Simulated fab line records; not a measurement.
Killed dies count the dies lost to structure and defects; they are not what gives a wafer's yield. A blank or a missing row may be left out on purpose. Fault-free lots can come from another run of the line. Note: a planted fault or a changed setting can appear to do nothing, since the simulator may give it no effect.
Lot-split experiment + flow n5Finfet + on a route of 1938 steps: 7 lots, 21 wafers read

## SPLIT DETAILS
At N5_BEOL_M6_COAT_59 (time 60 s, resist thk 100 nm), the setting spinRpm was moved away from the recipe's 1500 rpm on 8 of the 21 wafers read, by +3.9% to +10.3%. This setting was run at the recipe's value on the other wafers.

## FROM THE SPLIT TO THE READING: what the file shows between them, 5 steps
- N5_BEOL_M6_COAT_05: resist thk 90 nm (also split here: spinRpm)
- N5_BEOL_M6_EBR_07
- N5_BEOL_M6_SOFTBAKE_06: time 60 s
- N5_BEOL_M6_DESCUM_16: chemistry O2, time 7.9 s
- N5_BEOL_M6_ETCH_61: etches SiARC in CF4, target depth 45.5 nm, time 75.8 s

## THE READING
etch.depthNm (the simulator's own value, which no gauge read), in nm, at N5_BEOL_M6_ETCH_62 (etches SOC in N2/H2, target depth 110 nm, overetch 22 nm, time 165 s). The file does not state a usual value for it. The 13 wafers here that ran the recipe average 100.07 nm, standard deviation 0.3 nm.

| wafer  | tool, chamber at the split | spinRpm as run, rpm | against the recipe | etch.depthNm, nm | against lot-mates on the recipe |
|--------|----------------------------|---------------------|--------------------|------------------|---------------------------------|
| L079.1 | lithoTrack-05, 0           | 1500                | recipe             | 100.2            | -                               |
| L079.4 | lithoTrack-05, 0           | 1654                | +10.3%             | 95.39            | -4.81                           |
| L079.5 | lithoTrack-05, 0           | 1654                | +10.3%             | 95.41            | -4.79                           |
| L081.2 | lithoTrack-02, 0           | 1500                | recipe             | 99.63            | -                               |
| L081.3 | lithoTrack-02, 0           | 1500                | recipe             | 99.87            | -                               |
| L081.6 | lithoTrack-02, 0           | 1500                | recipe             | 99.88            | -                               |
| L083.1 | lithoTrack-05, 0           | 1620                | +8.0%              | 96.19            | no lot-mate on the recipe       |
| L083.3 | lithoTrack-05, 0           | 1620                | +8.0%              | 96.11            | no lot-mate on the recipe       |
| L083.5 | lithoTrack-05, 0           | 1620                | +8.0%              | 96.69            | no lot-mate on the recipe       |
| L090.1 | lithoTrack-03, 0           | 1500                | recipe             | 99.76            | -                               |
| L090.5 | lithoTrack-03, 0           | 1500                | recipe             | 99.79            | -                               |
| L090.6 | lithoTrack-03, 0           | 1500                | recipe             | 99.81            | -                               |
| L091.1 | lithoTrack-05, 0           | 1500                | recipe             | 100.1            | -                               |
| L091.2 | lithoTrack-05, 0           | 1500                | recipe             | 100.5            | -                               |
| L091.5 | lithoTrack-05, 0           | 1558                | +3.9%              | 98.56            | -1.74                           |
| L086.3 | lithoTrack-05, 0           | 1500                | recipe             | 100.1            | -                               |
| L086.5 | lithoTrack-05, 0           | 1602                | +6.8%              | 96.68            | -3.42                           |
| L086.6 | lithoTrack-05, 0           | 1602                | +6.8%              | 97.15            | -2.95                           |
| L092.4 | lithoTrack-02, 0           | 1500                | recipe             | 100.6            | -                               |
| L092.5 | lithoTrack-02, 0           | 1500                | recipe             | 100.3            | -                               |
| L092.6 | lithoTrack-02, 0           | 1500                | recipe             | 100.4            | -                               |

THE FIT
A straight line over all 21 wafers: etch.depthNm changes by -0.461 nm for each +1% of spinRpm; r = -0.99; the points scatter about the line by 0.29 nm.
The same after taking each lot's own level away (the mean of its wafers on the recipe; 18 wafers): -0.467 nm for each +1%; r = -1.00; scatter 0.13 nm.
That fit puts the effect of the largest move of spinRpm on the reading at 4.8 nm.
Across the lots, their own levels run from 99.787 to 100.433 nm, a range of 2.2 times the standard deviation given above.
So the lot-to-lot level changes the slope little: the two slopes agree.
Check: with one of the wafers moved furthest among these (+10.3%) left out of the fit, the line predicts -4.79 nm for it against its lot-mates. Against them it came out at -4.81 nm.

## THESE WAFERS: OTHER SPLITS
Other splits were also applied to these wafers ahead of the reading. Each is held against what the fit with the lots' levels taken away leaves over:
| other split on the same wafers | wafers away from the commonest value | r with etch.depthNm (lot level and that fit taken away) |
|--------------------------------|--------------------------------------|---------------------------------------------------------|
| N5_BEOL_M3_ETCH_64 timeS       | 6                                    | -0.09                                                   |
| N5_BEOL_M3_COAT_22 spinRpm     | 9                                    | +0.27                                                   |
| N5_BEOL_M4_COAT_05 spinRpm     | 6                                    | +0.10                                                   |
| N5_BEOL_M4_ETCH_64 timeS       | 7                                    | -0.11                                                   |
| N5_BEOL_M6_COAT_05 spinRpm     | 8                                    | -0.01                                                   |

## THE WHOLE CHAIN: every reading that the file lists as answering this split, in the file's order
| step               | what it does                                                         | reading                                                                       | change (the file's fit)               | r (the file's) |
|--------------------|----------------------------------------------------------------------|-------------------------------------------------------------------------------|---------------------------------------|----------------|
| N5_BEOL_M6_COAT_59 | time 60 s, resist thk 100 nm                                         | SOC_of_BEOL_M6_COAT_59.thkNm (the simulator's own value, which no gauge read) | -0.468 nm for each +1% of the setting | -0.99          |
| N5_BEOL_M6_ETCH_62 | etches SOC in N2/H2, target depth 110 nm, overetch 22 nm, time 165 s | etch.depthNm (the simulator's own value, which no gauge read)                 | -0.468 nm for each +1% of the setting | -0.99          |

## THE FILE'S OWN FIT
etch.depthNm changes by -0.468 nm for each +1% of spinRpm, r = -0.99.
